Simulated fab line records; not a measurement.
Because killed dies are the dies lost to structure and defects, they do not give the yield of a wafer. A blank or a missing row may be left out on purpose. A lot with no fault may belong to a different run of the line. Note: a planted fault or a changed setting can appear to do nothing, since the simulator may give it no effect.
Split-lot experiment	flow n5_finfet	21 wafers read across 7 lots, on a route 1938 steps long

## SPLIT DETAILS
At N5_BEOL_M0_SAQP_ETCH_88 (etches underlayer in N2/H2, target depth 6.5 nm, time 5.2 s), the setting source_w was moved away from the recipe's 840 W on 5 of the 21 wafers read, by -6.1% to +16.6%. This setting was run at the recipe's value on the other wafers.

The reading comes from the split's own step.

## THE READING
rf_vpp_V, in V, at N5_BEOL_M0_SAQP_ETCH_88 (etches underlayer in N2/H2, target depth 6.5 nm, time 5.2 s). Typical for fault-free wafers on this fab line: 522.8 V, with standard deviation 2.7 V.

wafer	tool, chamber at the split	source_w as run, W	against the recipe	rf_vpp_V, V	against lot-mates on the recipe
L077.1	rie_diel-04, 1	840	recipe	522.9	-
L077.3	rie_diel-04, 2	840	recipe	524.5	-
L077.4	rie_diel-04, 0	840	recipe	518.0	-
L081.3	rie_diel-02, 1	796.6	-5.2%	537.8	+12.0
L081.5	rie_diel-02, 1	840	recipe	526.1	-
L081.6	rie_diel-02, 0	840	recipe	525.5	-
L088.1	rie_diel-03, 1	840	recipe	527.0	-
L088.3	rie_diel-03, 0	979.3	+16.6%	496.3	-30.0
L088.5	rie_diel-03, 3	840	recipe	525.6	-
L090.1	rie_diel-04, 0	840	recipe	518.7	-
L090.4	rie_diel-04, 3	840	recipe	523.2	-
L090.5	rie_diel-04, 0	840	recipe	519.0	-
L091.3	rie_diel-04, 3	840	recipe	523.3	-
L091.4	rie_diel-04, 2	788.4	-6.1%	535.8	+12.5
L091.6	rie_diel-04, 3	788.4	-6.1%	534.7	+11.4
L095.3	rie_diel-04, 1	906.4	+7.9%	509.5	-13.3
L095.4	rie_diel-04, 2	840	recipe	523.6	-
L095.6	rie_diel-04, 1	840	recipe	522.0	-
L096.1	rie_diel-04, 3	840	recipe	523.9	-
L096.4	rie_diel-04, 1	840	recipe	519.9	-
L096.5	rie_diel-04, 1	840	recipe	521.8	-

FIT RESULTS
A straight line over all 21 wafers: rf_vpp_V changes by -1.77 V for each +1% of source_w; r = -0.95; the points scatter about the line by 2.8 V.
The same after taking each lot's own level away (the mean of its wafers on the recipe; 21 wafers): -1.85 V for each +1%; r = -0.98; scatter 1.7 V.
Per that fit: largest source_w move, reading shift of 31 V.
From 520.30 to 526.30 V: that is the span of the lots' own levels, equal to 2.2 times the standard deviation above.
The two slopes are in agreement: the lot-to-lot level therefore moves the slope only a little.
Check: -31.2 V against its lot-mates is what the line predicts for one of the wafers moved furthest among these (+16.6%) when that wafer is left out of the fit. It came out at -30 V against them.
Tool readings at the split's step, against how far the setting was moved: etch_rf_on_time_s r = -0.94; rf_vpp_V r = -0.95.

## OTHER SPLITS ON THESE WAFERS
Before the reading, these wafers also passed through other splits. Each is held against what the fit with the lots' levels taken away leaves over:
other split on the same wafers	wafers away from the commonest value	r with rf_vpp_V (lot level and that fit taken away)
N5_SD_ACTIVATION_LSA_01 temp_c	5	+0.05
N5_HKMG_FIN_HK_ALD_01 ald_cycles	5	+0.20
N5_HKMG_FIN_ALD_36 ald_cycles	8	-0.11
N5_GATE_CUT_COAT_34 spin_rpm	4	-0.33
N5_MOL_CONTACT_COAG_ALD_27 ald_cycles	5	-0.39
N5_MOL_CONTACT_COAG_COAT_77 spin_rpm	7	-0.15
N5_MOL_CONTACT_COAG_ALD_133 ald_cycles	9	+0.04
N5_MOL_CONTACT_COAG_VIA_ETCH_117 bias_w	7	+0.09

## THE WHOLE CHAIN: every reading that the file lists as answering this split, in the file's order
step	what it does	reading	change (the file's fit)	r (the file's)
N5_BEOL_M0_SAQP_ETCH_88	etches underlayer in N2/H2, target depth 6.5 nm, time 5.2 s	etch_rf_on_time_s	withheld for each +1% of the setting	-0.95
N5_BEOL_M0_SAQP_ETCH_88	etches underlayer in N2/H2, target depth 6.5 nm, time 5.2 s	rf_vpp_V	-1.84 V for each +1% of the setting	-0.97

## THE FILE'S OWN FIT
rf_vpp_V changes by -1.84 V for each +1% of source_w, r = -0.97.
